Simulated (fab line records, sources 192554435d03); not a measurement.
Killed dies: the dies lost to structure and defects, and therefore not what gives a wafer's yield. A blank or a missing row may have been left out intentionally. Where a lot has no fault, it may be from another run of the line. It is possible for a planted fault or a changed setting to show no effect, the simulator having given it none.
fab line records -- flow n5-finfet
record: lots: 7, wafers: 21
route steps=1938 shown BEOL_M7@1280 BEOL_M8@1335 BEOL_M9@1405
start-h: hours from the record's first day to the start of the lot's first wafer shown -- wait-h: hours since the lot's step before -- " same as the row above -- L1.1+2: several wafers, shown together as one row -- - no value present, or no start provided -- * or withheld: withheld -- < > ~ a bound
route shown NAME@n: NAME is a module with steps in the file, n the number in the route of the first one -- usual: the fault-free wafers' mean and standard deviation -- same: alike in all rows -- chamber/n: place in a boat -- sites: the reading at each site -- _std_site: their standard deviation -- _edge_site: outer sites' mean less inner sites' -- radius-mm: how far each site lies from the wafer's centre -- mask NAME#n: copy n -- behind: the most recent tool/chamber to have shaped the wafer -- hold: reason for holding the lot/hours on hold/outcome of the hold -- device: names the non-switching transistor (n, p or np) -- end of line: tests run on the same wafers once the route is complete -- a step without rows: its recipe alone -- killed: dies lost to structure and defects at the first sort, not the wafer's yield -- map: a wafer's dies, x killed, . not, _ none there
set.NAME: setting as actually run; set.NAME@STEP: the setting as run at that earlier step -- model.NAME: the simulator's own value behind a step, which no gauge read
lots whose settings were changed on purpose; a table a step, a row a wafer
== steps ==
step: N5_BEOL_M7_ETCH_61
recipe: chemistry: CF4, target: SiARC, target-depth-a: 455, mask-material: CAR-ArF, time-s: 75.8, ion-energy-ev: 80, pressure-mtorr: 40, source-w: 545, bias-w: 36, Ar_flow_sccm: 100, cf4-flow-sccm: 100, ends: cleared
usual: rf-vpp-V: 183.8/1.2
lot.wafer,tool,chamber,start-h,wait-h,set.source-w,rf-vpp-V
L074.1,rie-diel-03,1,217.90,0.0,545,184.6
L074.2,rie-diel-03,0,217.90,0.0,545,182.8
L074.5,rie-diel-03,1,217.90,0.0,545,182.4
L075.1,rie-diel-06,3,247.84,0.0,545,183.0
L075.4,rie-diel-06,2,247.84,0.0,545,181.9
L075.6,rie-diel-06,3,247.84,0.0,487.4,190.9
L079.1,rie-diel-06,3,261.68,0.0,484,191.5
L079.4,rie-diel-06,2,261.68,0.0,545,181.8
L079.5,rie-diel-06,2,261.68,0.0,484,190.9
L081.1,rie-diel-06,2,284.07,0.0,517.2,185.5
L081.3,rie-diel-06,0,284.07,0.0,517.2,185.7
L081.5,rie-diel-06,1,284.07,0.0,545,184.1
L085.1,rie-diel-03,0,300.27,0.0,545,185.1
L085.4,rie-diel-03,3,300.27,0.0,545,183.6
L085.6,rie-diel-03,1,300.27,0.0,545,183.8
L086.1,rie-diel-06,3,325.39,0.0,622.4,175.6
L086.4,rie-diel-06,1,325.39,0.0,545,183.6
L086.6,rie-diel-06,3,325.39,0.0,545,184.4
L092.1,rie-diel-02,0,346.03,0.0,545,182.2
L092.3,rie-diel-02,1,346.03,0.0,545,185.6
L092.5,rie-diel-02,0,346.03,0.0,545,183.0
step: N5_BEOL_M7_COAT_63
recipe: resist: SOC, temp-c: 250, time-s: 60, spin-rpm: 1500, resist-thk-nm: 60
lot.wafer,tool,chamber,start-h,wait-h,set.spin-rpm,model.SOC_of_BEOL_M7_COAT_63.thk-nm
L074.1,litho-track-03,0,222.48,4.1,1500,60
L074.2+5,litho-track-03,0,222.48,4.1,1411,62
L075.1,litho-track-03,0,249.03,0.8,1500,60.2
L075.4,litho-track-03,0,249.03,0.8,1452,61.2
L075.6,litho-track-03,0,249.03,0.8,1500,60.4
L079.1,litho-track-03,0,265.08,3.0,1419,61.8
L079.4,litho-track-03,0,265.08,3.0,1419,62
L079.5,litho-track-03,0,265.08,3.0,1500,60.2
L081.1,litho-track-04,0,287.92,3.4,1500,60.2
L081.3,litho-track-04,0,287.92,3.4,1422,61.8
L081.5,litho-track-04,0,287.92,3.4,1500,60
L085.1+4+6,litho-track-05,0,301.06,0.4,1500,60
L086.1,litho-track-03,0,329.62,3.8,1500,60.2
L086.4,litho-track-03,0,329.62,3.8,1626,57.6
L086.6,litho-track-03,0,329.62,3.8,1500,60
L092.1+5,litho-track-03,0,347.06,0.6,1396,62.2
L092.3,litho-track-03,0,347.06,0.6,1500,60
step: N5_BEOL_M7_COAT_64
recipe: resist: SiARC, temp-c: 220, time-s: 60, spin-rpm: 1500, resist-thk-nm: 12
step: N5_BEOL_M7_COAT_71
recipe: resist: underlayer, temp-c: 205, time-s: 60, spin-rpm: 1500, resist-thk-nm: 5
step: N5_BEOL_M7_ETCH_72
recipe: chemistry: N2/H2, target: underlayer, target-depth-a: 65, mask-material: CAR-EUV, time-s: 5.2, ion-energy-ev: 200, pressure-mtorr: 30, source-w: 840, bias-w: 150, n2-flow-sccm: 200, h2-flow-sccm: 200, ends: cleared
step: N5_BEOL_M7_ETCH_65
recipe: chemistry: CF4, target: SiARC, target-depth-a: 156, mask-material: CAR-EUV, time-s: 26, ion-energy-ev: 80, pressure-mtorr: 40, source-w: 545, bias-w: 36, Ar_flow_sccm: 100, cf4-flow-sccm: 100, ends: cleared
step: N5_BEOL_M7_ETCH_66
recipe: chemistry: N2/H2, target: SOC, target-depth-a: 800, overetch-a: 160, mask-material: SiARC, temp-c: 40, time-s: 120, ion-energy-ev: 200, pressure-mtorr: 30, source-w: 840, bias-w: 150, n2-flow-sccm: 200, h2-flow-sccm: 200
lot.wafer,tool,chamber,start-h,wait-h,set.spin-rpm@BEOL_M7_COAT_63,model.etch.depth-nm
L074.1,rie-diel-03,1,222.99,0.0,1500,60.05
L074.2,rie-diel-03,0,222.99,0.0,1411,61.97
L074.5,rie-diel-03,0,222.99,0.0,1411,61.92
L075.1,rie-diel-02,2,249.51,0.0,1500,60.14
L075.4,rie-diel-02,0,249.51,0.0,1452,61.18
L075.6,rie-diel-02,0,249.51,0.0,1500,60.36
L079.1,rie-diel-02,2,266.30,0.0,1419,61.74
L079.4,rie-diel-02,0,266.30,0.0,1419,62.08
L079.5,rie-diel-02,1,266.30,0.0,1500,60.16
L081.1,rie-diel-06,3,288.90,0.0,1500,60.18
L081.3,rie-diel-06,0,288.90,0.0,1422,61.87
L081.5,rie-diel-06,2,288.90,0.0,1500,60.05
L085.1,rie-diel-06,1,301.59,0.0,1500,59.99
L085.4,rie-diel-06,0,301.59,0.0,1500,60.05
L085.6,rie-diel-06,2,301.59,0.0,1500,60.03
L086.1,rie-diel-06,1,330.22,0.0,1500,60.21
L086.4,rie-diel-06,0,330.22,0.0,1626,57.52
L086.6,rie-diel-06,1,330.22,0.0,1500,60.02
L092.1,rie-diel-03,1,347.54,0.0,1396,62.15
L092.3,rie-diel-03,2,347.54,0.0,1500,59.98
L092.5,rie-diel-03,1,347.54,0.0,1396,62.14
step: N5_BEOL_M7_STRIP_69
recipe: chemistry: N2/H2, temp-c: 40, n2-flow-sccm: 200, h2-flow-sccm: 200, rf-frequency-hz: 6e+07
step: N5_BEOL_M7_STRIP_73
recipe: chemistry: N2/H2, temp-c: 40, n2-flow-sccm: 200, h2-flow-sccm: 200, rf-frequency-hz: 6e+07
step: N5_BEOL_M7_VIA_ETCH_34
recipe: chemistry: C4F6/O2, target: SiCOH_lowk, target-depth-a: 1255, mask-material: SOC, taper-deg: 4, time-s: 50.5, ion-energy-ev: 250, pressure-mtorr: 30, source-w: 345, bias-w: 185, Ar_flow_sccm: 300, C4F6_flow_sccm: 10, O2_flow_sccm: 10
lot.wafer,tool,chamber,start-h,wait-h,set.spin-rpm@BEOL_M7_COAT_63,model.SOC_of_BEOL_M7_COAT_63.thk-nm
L074.1,rie-diel-03,1,223.14,0.0,1500,54
L074.2+5,rie-diel-03,0,223.14,0.0,1411,56.2
L075.1,rie-diel-02,2,249.61,0.0,1500,54
L075.4,rie-diel-02,0,249.61,0.0,1452,55.2
L075.6,rie-diel-02,0,249.61,0.0,1500,54.4
L079.1,rie-diel-02,2,266.40,0.0,1419,55.6
L079.4,rie-diel-02,0,266.40,0.0,1419,56
L079.5,rie-diel-02,1,266.40,0.0,1500,53.8
L081.1,rie-diel-06,3,289.00,0.0,1500,54.4
L081.3,rie-diel-06,0,289.00,0.0,1422,55.8
L081.5,rie-diel-06,2,289.00,0.0,1500,54
L085.1+6,rie-diel-06,"1,2",301.69,0.0,1500,54
L085.4,rie-diel-06,0,301.69,0.0,1500,53.8
L086.1,rie-diel-06,1,330.32,0.0,1500,54.2
L086.4,rie-diel-06,0,330.32,0.0,1626,51.4
L086.6,rie-diel-06,1,330.32,0.0,1500,54
L092.1+5,rie-diel-03,1,347.64,0.0,1396,56
L092.3,rie-diel-03,2,347.64,0.0,1500,53.8
step: N5_BEOL_M8_PECVD_70
recipe: material: SiO2, target-thk-a: 200, temp-c: 400, precursor: TEOS/O2, pressure-torr: 5.5, rf-w: 450, teos-flow-sccm: 53.8, gas: O2, flow-sccm: 3000, time-s: 22.7
lot.wafer,tool,chamber,start-h,wait-h,set.temp-c,model.SiO2_of_BEOL_M8_PECVD_70.thk-nm
L074.1,pecvd-03,2,228.23,0.0,400,20.2
L074.2+5,pecvd-03,"0,2",228.23,0.0,400,20.6
L075.1,pecvd-02,2,253.30,0.0,400,20.2
L075.4,pecvd-02,0,253.30,0.0,400,20
L075.6,pecvd-02,2,253.30,0.0,400,20.4
L079.1,pecvd-03,1,269.69,0.0,413.9,17.4
L079.4+5,pecvd-03,"2,0",269.69,0.0,400,20.4
L081.1+5,pecvd-03,2,293.53,0.0,400,20.2
L081.3,pecvd-03,1,293.53,0.0,400,19.2
L085.1+6,pecvd-02,"2,1",305.64,0.0,400,19.6
L085.4,pecvd-02,0,305.64,0.0,400,19.8
L086.1,pecvd-04,0,334.32,0.0,400,20.2
L086.4,pecvd-04,0,334.32,0.0,400,20.4
L086.6,pecvd-04,2,334.32,0.0,392.4,21.4
L092.1+5,pecvd-03,"0,2",352.89,0.0,392.2,21
L092.3,pecvd-03,2,352.89,0.0,400,19.6
step: N5_BEOL_M8_HM_DEP_02
recipe: material: TiN, target-thk-a: 200, temp-c: 25, chamber-pressure-pa: 0.49996
step: N5_BEOL_M8_COAT_59
recipe: resist: SOC, temp-c: 250, time-s: 60, spin-rpm: 1500, resist-thk-nm: 100
step: N5_BEOL_M8_STRIP_80
recipe: chemistry: N2/H2, time-s: 10, power-w: 450, temp-c: 40, pressure-mtorr: 20, rf-frequency-hz: 6e+07, bias-power-w: 7, n2-flow-sccm: 200, h2-flow-sccm: 200
step: N5_BEOL_M8_HM_STRIP_39
recipe: chemistry: peroxide-tin-strip, material: TiN, target-depth-a: 250, temp-c: 50, time-s: 158
lot.wafer,tool,chamber,start-h,wait-h,set.temp-c@BEOL_M8_PECVD_70,model.SiO2_of_BEOL_M8_PECVD_70.thk-nm
L074.1,wet-bench-04,0,235.82,0.0,400,20
L074.2+5,wet-bench-04,"6,1",235.82,0.0,400,20.4
L075.1,wet-bench-02,2,256.19,0.0,400,20
L075.4,wet-bench-02,0,256.19,0.0,400,19.8
L075.6,wet-bench-02,5,256.19,0.0,400,20.2
L079.1,wet-bench-05,4,274.47,0.0,413.9,17.2
L079.4,wet-bench-05,1,274.47,0.0,400,20.2
L079.5,wet-bench-05,5,274.47,0.0,400,20.4
L081.1,wet-bench-02,2,299.70,0.0,400,20
L081.3,wet-bench-02,0,299.70,0.0,400,19.2
L081.5,wet-bench-02,5,299.70,0.0,400,20.2
L085.1+6,wet-bench-05,"5,3",312.40,0.0,400,19.4
L085.4,wet-bench-05,4,312.40,0.0,400,19.6
L086.1,wet-bench-02,1,337.69,0.0,400,20
L086.4,wet-bench-02,7,337.69,0.0,400,20.4
L086.6,wet-bench-02,6,337.69,0.0,392.4,21.2
L092.1+5,wet-bench-05,"5,4",358.56,0.0,392.2,20.8
L092.3,wet-bench-05,2,358.56,0.0,400,19.6
step: N5_BEOL_M9_HM_DEP_02
recipe: material: TiN, target-thk-a: 200, temp-c: 25, chamber-pressure-pa: 0.49996
lot.wafer,tool,chamber,start-h,wait-h,set.target-thk-a,model.TiN_of_BEOL_M9_HM_DEP_02.thk-nm
L074.1+2+5,pvd-sputter-01,-,240.63,1.8,200,20
L075.1+6,pvd-sputter-02,-,260.76,1.3,200,20.4
L075.4,pvd-sputter-02,-,260.76,1.3,200,19.8
L079.1+4,pvd-sputter-03,-,279.28,1.9,200,20
L079.5,pvd-sputter-03,-,279.28,1.9,200,20.2
L081.1,pvd-sputter-01,-,305.76,2.3,184.5,18.6
L081.3,pvd-sputter-01,-,305.76,2.3,200,19.8
L081.5,pvd-sputter-01,-,305.76,2.3,200,20.2
L085.1,pvd-sputter-01,-,317.50,1.3,200,20
L085.4+6,pvd-sputter-01,-,317.50,1.3,200,20.2
L086.1+6,pvd-sputter-01,-,342.70,0.1,200,20.2
L086.4,pvd-sputter-01,-,342.70,0.1,175.4,17.6
L092.1+5,pvd-sputter-01,-,362.13,0.6,200,20
L092.3,pvd-sputter-01,-,362.13,0.6,200,19.8
== key ==
split: step: N5_BEOL_M7_ETCH_61, setting: source-w, stated: 545, by: wafer
response: step: N5_BEOL_M7_ETCH_61, reading: rf-vpp-V, change: -0.695, per: 1%, r: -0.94
split: step: N5_BEOL_M7_COAT_63, setting: spin-rpm, stated: 1500, by: wafer
response: step: N5_BEOL_M7_COAT_63, reading: model.SOC_of_BEOL_M7_COAT_63.thk-nm, change: -0.313, per: 1%, r: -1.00
response: step: N5_BEOL_M7_ETCH_66, reading: model.etch.depth-nm, change: -0.316, per: 1%, r: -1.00
response: step: N5_BEOL_M7_VIA_ETCH_34, reading: model.SOC_of_BEOL_M7_COAT_63.thk-nm, change: -0.333, per: 1%, r: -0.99
split: step: N5_BEOL_M8_PECVD_70, setting: temp-c, stated: 400, by: wafer
response: step: N5_BEOL_M8_PECVD_70, reading: model.SiO2_of_BEOL_M8_PECVD_70.thk-nm, change: -0.782, per: 1%, r: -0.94
response: step: N5_BEOL_M8_HM_STRIP_39, reading: model.SiO2_of_BEOL_M8_PECVD_70.thk-nm, change: -0.77, per: 1%, r: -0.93
split: step: N5_BEOL_M9_HM_DEP_02, setting: target-thk-a, stated: 200, by: wafer
response: step: N5_BEOL_M9_HM_DEP_02, reading: model.TiN_of_BEOL_M9_HM_DEP_02.thk-nm, change: +0.203, per: 1%, r: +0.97
